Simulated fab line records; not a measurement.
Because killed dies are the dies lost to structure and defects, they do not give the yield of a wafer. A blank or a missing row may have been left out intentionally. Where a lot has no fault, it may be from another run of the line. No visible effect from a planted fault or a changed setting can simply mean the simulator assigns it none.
Chamber matching | flow n5_finfet | 4 sister chambers for N5_HKMG_FIN_ALD_36 on ald_metal-04
The step deposits TiN, target thk 1 nm, pulse time 1 s, purge time 3 s. 18 wafers are shown with their chamber, then 9 later ones without.

== WAFERS, EACH WITH ITS CHAMBER ==
wafer  | chamber | heater_power_w (W) | precursor_pulse_height_rel
L074.3 | 0       | 867                | 0.993
L074.4 | 3       | 880                | 1.011
L074.5 | 1       | 931                | 0.961
L077.1 | 2       | 833                | 0.987
L077.3 | 0       | 871                | 0.970
L077.6 | 2       | 822                | 0.980
L082.2 | 3       | 906                | 1.003
L082.3 | 1       | 942                | 1.002
L082.6 | 1       | 931                | 0.987
L088.1 | 1       | 964                | 0.988
L088.4 | 0       | 870                | 0.995
L088.5 | 3       | 907                | 0.965
L090.2 | 3       | 905                | 1.003
L090.3 | 2       | 863                | 1.003
L090.5 | 1       | 959                | 0.988
L091.1 | 3       | 902                | 0.990
L091.3 | 1       | 965                | 0.982
L091.5 | 0       | 852                | 0.986

SIGNATURES (averages over the wafers above)
reading                    | chamber 0 | chamber 1 | chamber 2 | chamber 3 | scatter within a chamber
heater_power_w             | 865.00    | 948.67    | 839.33    | 900.00    | 14.5
precursor_pulse_height_rel | 0.98600   | 0.98467   | 0.99000   | 0.99440   | 0.0143
Rule: for each reading, subtract the chamber's mean from the wafer's reading, divide by that reading's scatter and square the result; add these up over the readings and take the root, which gives the wafer's distance from the chamber. If the next closest chamber is less than 2 further off than the closest, the wafer can't be placed; otherwise it belongs to the closest. The scatter is the square root of a quotient: the sum, over the shown wafers, of each reading's squared deviation from its chamber's mean, divided by wafers minus chambers.

== WAFERS WITHOUT THEIR CHAMBER ==
wafer  | heater_power_w (W) | precursor_pulse_height_rel
L092.2 | 898                | 0.988
L092.4 | 838                | 0.983
L092.5 | 894                | 1.005
L095.1 | 855                | 0.986
L095.2 | 828                | 0.947
L095.4 | 890                | 1.004
L096.1 | 942                | 0.986
L096.5 | 835                | 1.009
L096.6 | 931                | 1.031

== CHAMBER TAKEN BY EACH ==
wafer  | from the rows above     | in truth
L092.2 | can't be placed: 3 or 0 | 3
L092.4 | can't be placed: 2 or 0 | 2
L092.5 | can't be placed: 3 or 0 | 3
L095.1 | can't be placed: 0 or 2 | 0
L095.2 | can't be placed: 2 or 0 | 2
L095.4 | can't be placed: 3 or 0 | 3
L096.1 | 1                       | 1
L096.5 | can't be placed: 2 or 0 | 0
L096.6 | can't be placed: 3 or 1 | 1
Correctly placed: 1 of 9. Cannot be placed on the basis of these rows: 8; the candidates contain the true chamber in 8. Placed wrongly: 0.
